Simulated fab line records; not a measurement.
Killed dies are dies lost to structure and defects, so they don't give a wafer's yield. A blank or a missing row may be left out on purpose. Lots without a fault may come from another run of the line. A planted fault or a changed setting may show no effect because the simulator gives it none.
fab line records ; flow nand-harc ; part 2 of 2: steps 25 to 35 of 35
[record] lots = 5; wafers = 15; last-day = 24
route steps=1159 shown P_GATE@182
lots that met no fault: from a run of the same line without faults
start-h: hours from the record's opening day to when the first of the lot's shown wafers began ; wait-h: hours elapsed since this lot's preceding step ; " the same as in the row above ; L1.1+2: several wafers, shown together as one row ; - no value present, or no start provided ; * or withheld: withheld ; < > ~ a bound
route shown NAME@n: names a module that has steps shown in the file, with the first one's number in the route ; usual: average and standard deviation across the fault-free wafers ; same: alike in all rows ; chamber/n: place in a boat ; sites: per-site readings ; _std_site: the values' standard deviation ; _edge_site: outer sites' mean less inner sites' ; radius-mm: for every site, how far away it sits from the centre of the wafer ; mask NAME#n: copy n ; behind: the last tool/chamber to shape the wafer ; hold: why the lot was held/for how many hours/how that ended ; device: the transistor (n, p or np) that didn't switch ; end of line: tests of these same wafers at the route's end ; for a step that has no rows: nothing shown but its recipe ; killed: dies lost to structure and defects at the first sort, not the wafer's yield ; map: per-die view of a wafer (x killed, . not killed, _ where there is no die)
set.NAME: the setting as run; set.NAME@STEP: as run at that earlier step ; model.NAME: the simulator's own value behind a step, which no gauge read
lots at selected steps of the route; one table per step, one row per wafer
services: from which hour (start-h, from the record's first day; less than 0 if before it) a tool's chamber was out of use, for how many hours, and why
[[steps]]
[step NHARC_P_GATE_STRIP_96]
[recipe] time-s = 900; temp-c = 130; chemistry = SPM
[usual] temp-c = 130.01/0.13
lot.wafer;tool;chamber;start-h;wait-h;temp-c
L075.1;wet-bench-04;6;109.25;0.2;129.88
L075.6;wet-bench-04;7;109.25;0.2;129.91
L075.3;wet-bench-04;0;109.25;0.2;130.05
L078.6;wet-bench-04;0;129.63;0.2;130.23
L078.5;wet-bench-04;2;129.63;0.2;130.05
L078.3;wet-bench-04;5;129.63;0.2;130.23
L081.6;wet-bench-09;6;147.76;0.2;129.86
L081.3;wet-bench-09;0;147.76;0.2;129.89
L081.1;wet-bench-09;1;147.76;0.2;130.07
L091.2;wet-bench-05;3;208.98;0.2;130.08
L091.4;wet-bench-05;7;208.98;0.2;129.96
L091.6;wet-bench-05;0;208.98;0.2;129.93
L092.3;wet-bench-09;2;209.27;0.2;130.18
L092.6;wet-bench-09;4;209.27;0.2;130.03
L092.1;wet-bench-09;5;209.27;0.2;129.86
[step NHARC_P_GATE_RTA_64]
[recipe] temp-c = 1050; time-s = 1
[usual] lamp-power-pct = 34.6/0.43; lamp_zone_1_pct = 34.6/0.43; lamp_zone_2_pct = 34.6/0.43; wafer_temp_C_max = 1053.6/0.95
lot.wafer;tool;chamber;start-h;wait-h;lamp-power-pct;lamp_zone_1_pct;lamp_zone_2_pct;wafer_temp_C_max
L075.1;rtp-anneal-02;0;109.65;-;34.2;34.1;34.1;1053.2
L075.3;rtp-anneal-02;0;109.65;-;34.1;34.2;34.1;1052.5
L075.6;rtp-anneal-02;0;109.65;-;34.1;34.1;34.1;1052.4
L078.3;rtp-anneal-01;0;130.03;-;35.0;35.0;35.0;1054.4
L078.5;rtp-anneal-01;0;130.03;-;35.1;35.1;35.0;1054.8
L078.6;rtp-anneal-01;0;130.03;-;35.0;35.0;35.0;1055.1
L081.1;rtp-anneal-01;0;148.11;-;34.9;35.0;35.0;1053.9
L081.3;rtp-anneal-01;0;148.11;-;35.0;35.0;34.9;1053.8
L081.6;rtp-anneal-01;0;148.11;-;35.0;35.0;35.0;1053.4
L091.2;rtp-anneal-01;0;209.36;-;35.0;35.0;35.0;1054.6
L091.4;rtp-anneal-01;0;209.36;-;35.0;35.0;35.0;1054.0
L091.6;rtp-anneal-01;0;209.36;-;35.1;35.0;35.0;1053.8
L092.1;rtp-anneal-02;0;209.76;-;34.2;34.2;34.2;1054.0
L092.3;rtp-anneal-02;0;209.76;-;34.2;34.2;34.2;1053.4
L092.6;rtp-anneal-02;0;209.76;-;34.1;34.2;34.1;1052.9
[step NHARC_P_GATE_ETCH_77]
[recipe] target-depth-a = 60; chemistry = dHF; material = SiO2
lot.wafer;tool;chamber;start-h;wait-h
L075.3+6+1;wet-bench-09;5,7,1;109.85;0.1
L078.3+6+5;wet-bench-05;1,3,5;130.18;0.1
L081.3+6+1;wet-bench-09;0,1,3;148.31;0.1
L091.2+6+4;wet-bench-05;0,1,3;209.54;0.2
L092.6+3+1;wet-bench-04;0,3,4;209.97;0.0
[step NHARC_P_GATE_DEGAS_109]
[recipe] temp-c = 300; time-s = 60
[usual] heater-power-w = 484/63
lot.wafer;tool;chamber;start-h;wait-h;heater-power-w
L075.1;pvd-sputter-01;-;109.96;0.1;536
L075.3;pvd-sputter-01;-;109.96;0.1;477
L075.6;pvd-sputter-01;-;109.96;0.1;445
L078.3;pvd-sputter-02;-;130.30;0.1;524
L078.5;pvd-sputter-02;-;130.30;0.1;548
L078.6;pvd-sputter-02;-;130.30;0.1;398
L081.1;pvd-sputter-02;-;148.42;0.1;393
L081.3;pvd-sputter-02;-;148.42;0.1;526
L081.6;pvd-sputter-02;-;148.42;0.1;378
L091.2;pvd-sputter-03;-;209.66;0.1;488
L091.4;pvd-sputter-03;-;209.66;0.1;548
L091.6;pvd-sputter-03;-;209.66;0.1;399
L092.3;pvd-sputter-02;-;210.19;0.2;518
L092.1;pvd-sputter-02;-;210.19;0.2;545
L092.6;pvd-sputter-02;-;210.19;0.2;387
[step NHARC_P_GATE_PRE_CLEAN_110]
[recipe] time-s = 30; bias-v = 200; gas = Ar
lot.wafer;tool;chamber;start-h;wait-h
L075.1+3+6;pvd-sputter-01;-;-;-
L078.3+5+6;pvd-sputter-02;-;-;-
L081.3+1+6;pvd-sputter-02;-;-;-
L091.2+4+6;pvd-sputter-03;-;-;-
L092.3+1+6;pvd-sputter-02;-;-;-
[step NHARC_P_GATE_SPUTTER_78]
[recipe] target-thk-a = 100; material = Ni
lot.wafer;tool;chamber;start-h;wait-h
L075.3+1+6;pvd-sputter-01;-;-;-
L078.3+5+6;pvd-sputter-02;-;-;-
L081.1+3+6;pvd-sputter-02;-;-;-
L091.2+4+6;pvd-sputter-03;-;-;-
L092.1+3+6;pvd-sputter-02;-;-;-
[step NHARC_P_GATE_SPUTTER_79]
[recipe] target-thk-a = 100; material = TiN
lot.wafer;tool;chamber;start-h;wait-h
L075.3+1+6;pvd-sputter-01;-;-;-
L078.3+5+6;pvd-sputter-02;-;-;-
L081.1+3+6;pvd-sputter-02;-;-;-
L091.4+2+6;pvd-sputter-03;-;-;-
L092.3+1+6;pvd-sputter-02;-;-;-
[step NHARC_P_GATE_RTA_80]
[recipe] temp-c = 300; time-s = 30
[usual] lamp-power-pct = 2.056/0.025; lamp_zone_1_pct = 2.056/0.024; lamp_zone_2_pct = 2.056/0.025; wafer_temp_C_max = 301.0/0.31
lot.wafer;tool;chamber;start-h;wait-h;lamp-power-pct;lamp_zone_1_pct;lamp_zone_2_pct;wafer_temp_C_max
L075.1;rtp-anneal-02;0;110.25;-;2.042;2.046;2.042;300.4
L075.3;rtp-anneal-02;0;110.25;-;2.042;2.042;2.041;301.0
L075.6;rtp-anneal-02;0;110.25;-;2.042;2.042;2.042;301.0
L078.3;rtp-anneal-01;0;130.79;-;2.087;2.086;2.082;300.9
L078.5;rtp-anneal-01;0;130.79;-;2.086;2.085;2.086;301.3
L078.6;rtp-anneal-01;0;130.79;-;2.090;2.083;2.085;301.2
L081.1;rtp-anneal-01;0;148.71;-;2.088;2.083;2.085;301.2
L081.3;rtp-anneal-01;0;148.71;-;2.084;2.085;2.086;301.2
L081.6;rtp-anneal-01;0;148.71;-;2.087;2.084;2.088;301.3
L091.2;rtp-anneal-01;0;210.24;-;2.083;2.086;2.087;301.4
L091.4;rtp-anneal-01;0;210.24;-;2.084;2.085;2.088;301.5
L091.6;rtp-anneal-01;0;210.24;-;2.084;2.087;2.085;301.6
L092.1;rtp-anneal-01;0;210.48;-;2.089;2.088;2.090;301.6
L092.3;rtp-anneal-01;0;210.48;-;2.093;2.090;2.087;300.8
L092.6;rtp-anneal-01;0;210.48;-;2.091;2.088;2.091;301.2
[step NHARC_P_GATE_STRIP_67]
[recipe] time-s = 600; temp-c = 130; chemistry = SPM
[usual] temp-c = 129.99/0.15
lot.wafer;tool;chamber;start-h;wait-h;temp-c
L075.1;wet-bench-04;3;110.44;0.2;130.25
L075.3;wet-bench-04;4;110.44;0.2;129.85
L075.6;wet-bench-04;7;110.44;0.2;130.24
L078.6;wet-bench-05;4;130.93;0.0;129.74
L078.5;wet-bench-05;6;130.93;0.0;129.71
L078.3;wet-bench-05;1;130.93;0.0;129.79
L081.1;wet-bench-09;4;148.92;0.2;130.00
L081.6;wet-bench-09;5;148.92;0.2;130.07
L081.3;wet-bench-09;6;148.92;0.2;129.57
L091.4;wet-bench-04;4;210.41;0.1;130.10
L091.2;wet-bench-04;5;210.41;0.1;130.18
L091.6;wet-bench-04;6;210.41;0.1;129.84
L092.1;wet-bench-05;0;210.68;0.2;129.85
L092.3;wet-bench-05;1;210.68;0.2;129.89
L092.6;wet-bench-05;5;210.68;0.2;129.86
[step NHARC_P_GATE_RTA_82]
[recipe] temp-c = 450; time-s = 30
[usual] lamp-power-pct = 4.06/0.05; lamp_zone_1_pct = 4.06/0.05; lamp_zone_2_pct = 4.06/0.049; wafer_temp_C_max = 451.5/0.4
lot.wafer;tool;chamber;start-h;wait-h;lamp-power-pct;lamp_zone_1_pct;lamp_zone_2_pct;wafer_temp_C_max
L075.1;rtp-anneal-01;0;110.70;-;4.10;4.11;4.11;451.7
L075.3;rtp-anneal-01;0;110.70;-;4.10;4.10;4.10;451.9
L075.6;rtp-anneal-01;0;110.70;-;4.10;4.10;4.10;452.5
L078.3;rtp-anneal-02;0;131.25;-;4.00;4.00;4.00;451.3
L078.5;rtp-anneal-02;0;131.25;-;4.00;4.01;4.00;450.6
L078.6;rtp-anneal-02;0;131.25;-;4.00;4.00;4.01;451.1
L081.1;rtp-anneal-01;0;149.17;-;4.10;4.10;4.10;451.7
L081.3;rtp-anneal-01;0;149.17;-;4.10;4.10;4.10;451.9
L081.6;rtp-anneal-01;0;149.17;-;4.10;4.11;4.10;451.4
L091.2;rtp-anneal-01;0;210.70;-;4.10;4.10;4.10;452.1
L091.4;rtp-anneal-01;0;210.70;-;4.10;4.10;4.10;451.9
L091.6;rtp-anneal-01;0;210.70;-;4.10;4.11;4.10;451.2
L092.1;rtp-anneal-01;0;210.93;-;4.10;4.10;4.10;452.0
L092.3;rtp-anneal-01;0;210.93;-;4.10;4.10;4.10;452.2
L092.6;rtp-anneal-01;0;210.93;-;4.10;4.11;4.10;452.1
[step NHARC_P_GATE_INSPECT_68]
[usual] raw-defect-count = 189/59
lot.wafer;tool;chamber;start-h;wait-h;raw-defect-count
L075.1;defect-inspect-02;-;110.90;0.2;223
L075.3;defect-inspect-02;-;110.90;0.2;285
L075.6;defect-inspect-02;-;110.90;0.2;198
L078.3;defect-inspect-01;-;131.39;0.1;165
L078.5;defect-inspect-01;-;131.39;0.1;193
L078.6;defect-inspect-01;-;131.39;0.1;189
L081.1;defect-inspect-01;-;149.37;0.2;222
L081.3;defect-inspect-01;-;149.37;0.2;170
L081.6;defect-inspect-01;-;149.37;0.2;232
L091.2;defect-inspect-01;-;210.87;0.1;150
L091.4;defect-inspect-01;-;210.87;0.1;110
L091.6;defect-inspect-01;-;210.87;0.1;126
L092.1;defect-inspect-02;-;211.13;0.2;268
L092.3;defect-inspect-02;-;211.13;0.2;193
L092.6;defect-inspect-02;-;211.13;0.2;154
[[services]]
tool;chamber;start-h;hours;kind
krf-scanner-01;-;84.00;4.0;pm
implanter-02;-;85.28;13.0;pm
plasma-asher-01;-;99.00;9.0;pm
implanter-01;-;100.62;4.0;repair
pvd-sputter-03;-;102.00;10.0;pm
krf-scanner-03;-;106.50;0.4;repair
wet-bench-09;-;112.80;8.0;pm
pvd-sputter-01;-;118.21;63.5;repair
rie-diel-03;3;128.19;17.0;repair
rie-diel-03;-;133.56;1.2;repair
plasma-asher-01;-;138.87;5.5;repair
plasma-asher-01;-;155.61;1.9;repair
krf-scanner-03;-;159.09;1.7;repair
wet-bench-04;-;163.20;8.0;pm
litho-track-02;-;165.00;7.0;pm
krf-scanner-03;-;168.00;4.0;pm
rie-diel-03;1;175.35;6.4;repair
krf-scanner-03;-;177.97;1.5;repair
pvd-sputter-01;-;181.74;10.0;pm
plasma-asher-02;-;183.08;9.0;pm
rie-diel-03;0;183.12;4.2;repair
pvd-sputter-01;-;199.24;6.4;repair
wet-bench-05;-;200.46;8.0;pm
krf-scanner-03;-;210.87;1.0;repair
